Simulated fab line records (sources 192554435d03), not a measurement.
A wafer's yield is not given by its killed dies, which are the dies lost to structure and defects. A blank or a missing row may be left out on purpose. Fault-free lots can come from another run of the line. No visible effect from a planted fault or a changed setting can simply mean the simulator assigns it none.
Split-lot experiment ; flow n5 finfet ; 39 wafers read from 7 lots, route of 1938 steps

== ON THE SPLIT ==
At N5_MOL_CONTACT_COAG_EXPOSE_81 (exposes mask VG, defocus 0 nm), the setting dose mj was moved away from the recipe's 59.5 on 18 of the 39 wafers read, by -6.0% to +6.7%. This setting was run at the recipe's value on the other wafers.

== FROM THE SPLIT TO THE READING: what the file shows between them, 2 steps ==
- N5_MOL_CONTACT_COAG_PEB_82: peb time 60 s
- N5_MOL_CONTACT_COAG_DEVELOP_83: develop time 30 s

== THE READING ==
cd nm, in nm, at N5_MOL_CONTACT_COAG_CD_MEAS_84 (target cd 25.1 nm). Typical for fault-free wafers on this fab line: 25.10 nm, with standard deviation 0.25 nm.

wafer;tool, chamber at the split;dose mj as run;against the recipe;cd nm, nm;against lot-mates on the recipe
L078.1;euv scanner-02, 0;59.5;recipe;25.03;-
L078.2;euv scanner-02, 0;63.51;+6.7%;26.47;+1.32
L078.3;euv scanner-02, 0;59.5;recipe;24.93;-
L078.4;euv scanner-02, 0;63.51;+6.7%;26.20;+1.05
L078.5;euv scanner-02, 0;59.5;recipe;25.48;-
L078.6;euv scanner-02, 0;63.51;+6.7%;26.34;+1.19
L081.1;euv scanner-01, 0;55.94;-6.0%;23.83;-1.48
L081.2;euv scanner-01, 0;55.94;-6.0%;23.75;-1.56
L081.3;euv scanner-01, 0;59.5;recipe;25.42;-
L081.4;euv scanner-01, 0;55.94;-6.0%;23.76;-1.55
L081.5;euv scanner-01, 0;59.5;recipe;25.33;-
L081.6;euv scanner-01, 0;59.5;recipe;25.17;-
L082.1;euv scanner-01, 0;59.5;recipe;25.31;-
L082.2;euv scanner-01, 0;59.5;recipe;25.00;-
L082.3;euv scanner-01, 0;59.5;recipe;25.41;-
L082.4;euv scanner-01, 0;57.91;-2.7%;24.92;-0.32
L082.5;euv scanner-01, 0;57.91;-2.7%;24.78;-0.46
L082.6;euv scanner-01, 0;57.91;-2.7%;24.28;-0.96
L084.1;euv scanner-01, 0;59.5;recipe;25.17;-
L084.3;euv scanner-01, 0;59.5;recipe;25.14;-
L084.4;euv scanner-01, 0;59.5;recipe;25.37;-
L090.1;euv scanner-02, 0;59.5;recipe;25.18;-
L090.2;euv scanner-02, 0;61.3;+3.0%;25.44;+0.51
L090.3;euv scanner-02, 0;61.3;+3.0%;25.43;+0.50
L090.4;euv scanner-02, 0;59.5;recipe;24.86;-
L090.5;euv scanner-02, 0;61.3;+3.0%;25.83;+0.90
L090.6;euv scanner-02, 0;59.5;recipe;24.74;-
L092.1;euv scanner-02, 0;62.38;+4.8%;26.28;+0.96
L092.2;euv scanner-02, 0;59.5;recipe;25.26;-
L092.3;euv scanner-02, 0;62.38;+4.8%;26.29;+0.97
L092.4;euv scanner-02, 0;62.38;+4.8%;26.07;+0.75
L092.5;euv scanner-02, 0;59.5;recipe;25.73;-
L092.6;euv scanner-02, 0;59.5;recipe;24.96;-
L093.1;euv scanner-02, 0;59.5;recipe;25.53;-
L093.2;euv scanner-02, 0;56.35;-5.3%;23.56;-1.69
L093.3;euv scanner-02, 0;59.5;recipe;25.07;-
L093.4;euv scanner-02, 0;56.35;-5.3%;24.09;-1.16
L093.5;euv scanner-02, 0;56.35;-5.3%;23.80;-1.45
L093.6;euv scanner-02, 0;59.5;recipe;25.14;-

THE FIT
A straight line over all 39 wafers: cd nm changes by +0.208 nm for each +1% of dose mj; r = +0.95; the points scatter about the line by 0.25 nm.
The same after taking each lot's own level away (the mean of its wafers on the recipe; 39 wafers): +0.219 nm for each +1%; r = +0.96; scatter 0.23 nm.
The reading moves by 1.5 nm for the largest change in dose mj, on that fit.
Across the lots, their own levels run from 24.927 to 25.317 nm, a range of 1.6 times the standard deviation given above.
The two slopes agree, so the slope changes little with the lot-to-lot level.
Check: with one of the wafers moved furthest among these (+6.7%) left out of the fit, the line predicts +1.41 nm for it against its lot-mates. It came out at +1.32 nm against them.

== FURTHER SPLITS ON THESE WAFERS ==
Before the reading, these wafers also passed through other splits. Each is held against what the fit with the lots' levels taken away leaves over:
other split on the same wafers;wafers away from the commonest value;r with cd nm (lot level and that fit taken away)
N5_WELL_APT_IMPLANT_14 energy kev;9;-0.10
N5_FIN_SAQP_HM_DEP_03 time s;18;-0.25
N5_DUMMY_GATE_ETCH_42 bias w;15;+0.06
N5_HKMG_FIN_EXPOSE_09 dose mj;15;-0.06

== THE FILE'S OWN FIT ==
cd nm changes by +0.219 nm for each +1% of dose mj, r = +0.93.
